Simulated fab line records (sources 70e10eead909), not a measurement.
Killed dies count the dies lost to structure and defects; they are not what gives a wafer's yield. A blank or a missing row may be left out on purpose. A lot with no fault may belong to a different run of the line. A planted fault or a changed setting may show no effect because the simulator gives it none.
Which tool did it? | flow nand-harc | 12 lots with 36 wafers sampled at 6 steps, on a route of 1159 steps

## WHAT THE GAUGES SHOWED, per wafer
NHARC_P_M0_INSPECT_11. Usual: 3.8 for raw-defect-count, sd 2.2.
lot  | measured     | on                | raw-defect-count | flag
L231 | day 6 06:34  | defect-inspect-02 | 3 4 3            |
L233 | day 6 22:12  | defect-inspect-02 | 2 1 2            |
L234 | day 7 04:14  | defect-inspect-02 | 3 5 6            |
L236 | day 7 09:07  | defect-inspect-02 | 4 2 6            |
L235 | day 7 09:56  | defect-inspect-02 | 7 7 7            |
L240 | day 8 22:18  | defect-inspect-02 | 2 2 5            |
L241 | day 9 07:34  | defect-inspect-02 | 2 5 9            |
L243 | day 9 21:51  | defect-inspect-02 | 6 5 2            |
L248 | day 10 09:58 | defect-inspect-02 | 5 3 3            |
L247 | day 10 18:44 | defect-inspect-01 | 6 4 1            |
L251 | day 11 05:05 | defect-inspect-01 | 2 3 5            |
L252 | day 11 10:06 | defect-inspect-01 | 6 3 5            |

NHARC_P_M0_THK_MEAS_24: measures by xrf. Usual: 117.1 nm for thk-nm, sd 1.3.
lot  | measured     | on            | thk-nm (nm)       | flag
L231 | day 6 09:11  | film-metro-01 | 117.2 116.1 117.3 |
L233 | day 7 00:38  | film-metro-01 | 119.8 115.9 116.7 |
L234 | day 7 06:40  | film-metro-02 | 115.3 116.6 115.0 |
L236 | day 7 11:34  | film-metro-01 | 117.7 117.6 115.4 |
L235 | day 7 12:22  | film-metro-02 | 119.0 117.4 119.4 |
L240 | day 9 00:44  | film-metro-01 | 117.2 118.8 116.4 |
L241 | day 9 10:08  | film-metro-01 | 115.8 115.3 115.9 |
L243 | day 10 00:17 | film-metro-02 | 116.2 119.3 116.7 |
L248 | day 10 12:25 | film-metro-01 | 116.4 118.1 116.5 |
L247 | day 10 21:36 | film-metro-01 | 114.7 115.6 116.0 |
L251 | day 11 07:28 | film-metro-02 | 116.4 118.5 116.0 |
L252 | day 11 12:28 | film-metro-01 | 116.9 119.0 118.1 |

NHARC_END_SORT_01. Usual: defect-limited-yield 95.1 %, standard deviation 1.6; killed-at-array 29, standard deviation 11; killed-at-other 0.6, standard deviation 0.92; killed-at-periphery 3.2, standard deviation 2; killed-dies 33, standard deviation 11; killed-open 3.2, standard deviation 2; killed-short 1.9, standard deviation 1.5; sort_bin_2_pct 1.6 %, standard deviation 0.67; sort_bin_3_pct 0.26 %, standard deviation 0.22; sort_bin_4_pct 3.1 %, standard deviation 1.1; sort-n-pass 644, standard deviation 11; sort-rim-yield-pct 96.3 %, standard deviation 2.5; sort-yield-pct 95.1 %, standard deviation 1.6.
lot  | measured     | on        | defect-limited-yield (%) | killed-at-array | killed-at-other | killed-at-periphery | killed-dies | killed-open | killed-short | sort_bin_2_pct (%) | sort_bin_3_pct (%) | sort_bin_4_pct (%) | sort-n-pass | sort-rim-yield-pct (%) | sort-yield-pct (%) | flag
L231 | day 20 04:15 | prober-02 | 96.9 96.2 96.8           | 19 23 22        | 0 0 0           | 2 3 0               | 21 26 22    | 1 3 4       | 1 1 3        | 0.9 0.7 1.2        | 0 0 0.15           | 2.2 3.1 1.9        | 656 651 655 | 97.2 99.1 99.1         | 96.9 96.2 96.8     |
L233 | day 19 23:21 | prober-01 | 95.9 96.9 96.6           | 25 19 23        | 2 0 0           | 1 2 0               | 28 21 23    | 4 5 2       | 1 2 2        | 1.5 0.7 1.0        | 0.44 0.15 0.15     | 2.2 2.2 2.2        | 649 656 654 | 97.2 99.1 97.2         | 95.9 96.9 96.6     |
L234 | day 20 14:37 | prober-01 | 94.4 94.7 94.7           | 35 34 32        | 1 1 1           | 2 1 3               | 38 36 36    | 3 0 1       | 4 0 4        | 2.2 2.1 1.3        | 0 0.30 0.59        | 3.4 3.0 3.4        | 639 641 641 | 93.4 98.1 98.1         | 94.4 94.7 94.7     |
L236 | day 21 07:18 | prober-02 | 97.8 96.8 97.0           | 12 12 17        | 2 6 0           | 1 4 3               | 15 22 20    | 0 4 8       | 3 2 3        | 1.0 1.5 0.6        | 0 0.15 0.15        | 1.2 1.6 2.2        | 662 655 657 | 99.1 96.2 98.1         | 97.8 96.8 97.0     |
L235 | day 21 04:48 | prober-01 | 94.5 93.5 94.5           | 31 38 30        | 1 1 3           | 5 5 4               | 37 44 37    | 1 0 3       | 2 1 4        | 0.9 2.8 1.6        | 0.30 0.15 0.44     | 4.3 3.5 3.4        | 640 633 640 | 96.2 96.2 99.1         | 94.5 93.5 94.5     |
L241 | day 22 06:48 | prober-02 | 94.7 96.0 93.8           | 26 25 28        | 0 0 0           | 10 2 14             | 36 27 42    | 6 1 1       | 1 3 1        | 2.1 0.9 2.8        | 0.15 0.15 0.44     | 3.1 3.0 3.0        | 641 650 635 | 93.4 95.3 94.3         | 94.7 96.0 93.8     |
L243 | day 22 23:06 | prober-01 | 97.6 97.0 98.2           | 13 18 11        | 0 1 1           | 3 1 0               | 16 20 12    | 5 6 4       | 2 2 0        | 0.7 1.0 0.6        | 0 0.15 0           | 1.6 1.8 1.2        | 661 657 665 | 99.1 97.2 98.1         | 97.6 97.0 98.2     |
L248 | day 24 11:34 | prober-02 | 95.4 96.2 94.4           | 26 23 34        | 1 1 1           | 4 2 3               | 31 26 38    | 3 1 7       | 3 0 3        | 0.9 1.5 1.2        | 0.59 0.30 0.44     | 3.1 2.1 4.0        | 646 651 639 | 96.2 94.3 91.5         | 95.4 96.2 94.4     |
L247 | day 24 18:34 | prober-02 | 91.1 93.1 91.9           | 57 43 52        | 1 2 2           | 2 2 1               | 60 47 55    | 3 2 5       | 2 0 1        | 2.7 2.8 1.8        | 0.44 0.30 0.59     | 5.8 3.8 5.8        | 617 630 622 | 98.1 89.6 95.3         | 91.1 93.1 91.9     |
L251 | day 25 03:21 | prober-01 | 94.5 93.9 95.4           | 33 39 28        | 1 1 1           | 3 1 2               | 37 41 31    | 5 5 2       | 4 0 4        | 2.4 2.4 1.6        | 0.15 0 0.44        | 3.0 3.7 2.5        | 640 636 646 | 94.3 96.2 90.6         | 94.5 93.9 95.4     |
L252 | day 25 03:11 | prober-02 | 94.5 91.6 92.2           | 32 51 47        | 0 0 0           | 5 6 6               | 37 57 53    | 0 3 2       | 1 5 1        | 1.2 1.8 2.1        | 0.44 0.44 0.44     | 3.8 6.2 5.3        | 640 620 624 | 96.2 87.7 97.2         | 94.5 91.6 92.2     |

## EACH LOT AND THE TOOL THAT RAN IT (in order: tool; ch and the chambers of the sampled wafers; start)
lot  | NHARC_P_M0_ETCH_15                            | NHARC_P_M0_ECD_22              | NHARC_P_M0_CMP_23
L231 | rie-diel-09 ch 0,1, day 6 08:00 or earlier    | ecd-cu-01 ch 0, day 6 08:00    | cmp-04 ch 0,1,2, day 6 08:54
L233 | rie-diel-09 ch 1,2, day 6 23:45 or earlier    | ecd-cu-01 ch 0,1, day 6 23:45  | cmp-01 ch 0,3, day 7 00:20
L234 | rie-diel-08 ch 0,2,3, day 7 05:38 or earlier  | ecd-cu-02 ch 0,1, day 7 05:38  | cmp-01 ch 0,2,3, day 7 06:21
L236 | rie-diel-08 ch 0,1,2, day 7 10:37 or earlier  | ecd-cu-02 ch 0,1, day 7 10:37  | cmp-01 ch 1,2,3, day 7 11:20
L235 | rie-diel-08 ch 0,2,3, day 7 11:22 or earlier  | ecd-cu-01 ch 0,1, day 7 11:22  | cmp-01 ch 0,3, day 7 12:03
L240 | rie-diel-08 ch 0,1, day 8 23:44 or earlier    | ecd-cu-02 ch 0,1, day 8 23:44  | cmp-04 ch 0,2, day 9 00:25
L241 | rie-diel-08 ch 0,2,3, day 9 08:59 or earlier  | ecd-cu-02 ch 0,1, day 9 08:59  | cmp-03 ch 1,2, day 9 09:49
L243 | rie-diel-10 ch 2,3, day 9 23:15 or earlier    | ecd-cu-01 ch 1, day 9 23:15    | cmp-03 ch 1,3, day 10 00:01
L248 | rie-diel-09 ch 0,1,3, day 10 11:26 or earlier | ecd-cu-01 ch 0,1, day 10 11:26 | cmp-04 ch 0,3, day 10 12:07
L247 | rie-diel-09 ch 0,1, day 10 20:28 or earlier   | ecd-cu-01 ch 0,1, day 10 20:28 | cmp-01 ch 0,1,2, day 10 21:17
L251 | rie-diel-09 ch 1,2,3, day 11 06:26 or earlier | ecd-cu-01 ch 0,1, day 11 06:26 | cmp-04 ch 0,1,2, day 11 07:11
L252 | rie-diel-08 ch 0,1,3, day 11 11:29 or earlier | ecd-cu-02 ch 0,1, day 11 11:29 | cmp-03 ch 0,1, day 11 12:10
- NHARC_P_M0_ETCH_15: etches the open film in C4F8/Ar, target depth 150 nm, overetch 15 nm, time 82.5 s.
- NHARC_P_M0_ECD_22: material Cu, target thk 400 nm.
- NHARC_P_M0_CMP_23: polishes, t overpolish 20 s, target thk 117.53 nm.

## WHAT THE TOOLS THEMSELVES READ (means of the sampled wafers that have a number; where no wafer has one, the mark that the record gives instead)
NHARC_P_M0_ETCH_15. Usual: bias-w 300.0 W, standard deviation 0.83; oes-product-au 0.954 a.u., standard deviation 0.022; rf-vpp-V 439.8 V, standard deviation 2.4.
lot  | tool        | bias-w (W) | oes-product-au (a.u.) | rf-vpp-V (V) | flag
L231 | rie-diel-09 | 300.2      | 0.967                 | 438.9        |
L233 | rie-diel-09 | 299.3      | 0.965                 | 439.5        |
L234 | rie-diel-08 | 299.0      | 0.972                 | 438.6        |
L236 | rie-diel-08 | 299.9      | 0.961                 | 441.1        |
L235 | rie-diel-08 | 300.9      | 0.979                 | 437.8        |
L240 | rie-diel-08 | 300.5      | 0.955                 | 443.0        |
L241 | rie-diel-08 | 299.7      | 0.960                 | 437.3        |
L243 | rie-diel-10 | 300.4      | 0.944                 | 438.3        |
L248 | rie-diel-09 | 299.6      | 0.936                 | 439.2        |
L247 | rie-diel-09 | 300.4      | 0.915                 | 438.7        |
L251 | rie-diel-09 | 300.1      | 0.933                 | 440.4        |
L252 | rie-diel-08 | 299.9      | 0.976                 | 440.0        |

NHARC_P_M0_CMP_23. Usual: motor-current-A 12.1 A, standard deviation 1.3; retaining-ring-pressure-frac 0.999, standard deviation 0.005; time-to-endpoint-s 28.4 s, standard deviation 2.3.
lot  | tool   | motor-current-A (A) | retaining-ring-pressure-frac | time-to-endpoint-s (s) | flag
L231 | cmp-04 | 12.4                | 0.997                        | 28.4                   |
L233 | cmp-01 | 12.7                | 0.996                        | 27.1                   |
L234 | cmp-01 | 11.7                | 0.995                        | 28.1                   |
L236 | cmp-01 | 12.2                | 0.998                        | 29.2                   |
L235 | cmp-01 | 12.1                | 1.000                        | 28.6                   |
L240 | cmp-04 | 14.2                | 0.994                        | 14.1                   | OFF
L241 | cmp-03 | 12.5                | 1.004                        | 16.5                   | OFF
L243 | cmp-03 | 11.5                | 0.996                        | 32.4                   |
L248 | cmp-04 | 12.2                | 0.999                        | 30.6                   |
L247 | cmp-01 | 11.4                | 1.003                        | 25.7                   |
L251 | cmp-04 | 12.7                | 0.994                        | 27.8                   |
L252 | cmp-03 | 11.3                | 1.002                        | 27.7                   |

## THE ANSWER, worked out from the rows above alone
Rule: take the mean of a lot's wafers that have a number; if it is more than 3 standard deviations from the usual mean, the lot is off. A lot without any number at a reading at which 4 lots or more have one is off too. All remaining lots with rows at the step are treated as sound. After the gauges, taken in route order, come the tools' own readings; for these a lot's mean is taken, as printed above. The first step at which some lot is off is used, and at that step the reading that is off furthest; a lot without a number counts as furthest.
Off, at NHARC_P_M0_CMP_23 on time-to-endpoint-s: L240, L241.
If a tool, at that step or one of the process steps before it, ran each lot that is off and ran no sound lot following the first of them, it fits. Because NHARC_P_M0_ETCH_15 lacks a start for some lots, the hours and order of its lots are taken from NHARC_P_M0_ECD_22. No candidate that was tried fits.

## WHAT THE SIMULATOR HAD PUT IN
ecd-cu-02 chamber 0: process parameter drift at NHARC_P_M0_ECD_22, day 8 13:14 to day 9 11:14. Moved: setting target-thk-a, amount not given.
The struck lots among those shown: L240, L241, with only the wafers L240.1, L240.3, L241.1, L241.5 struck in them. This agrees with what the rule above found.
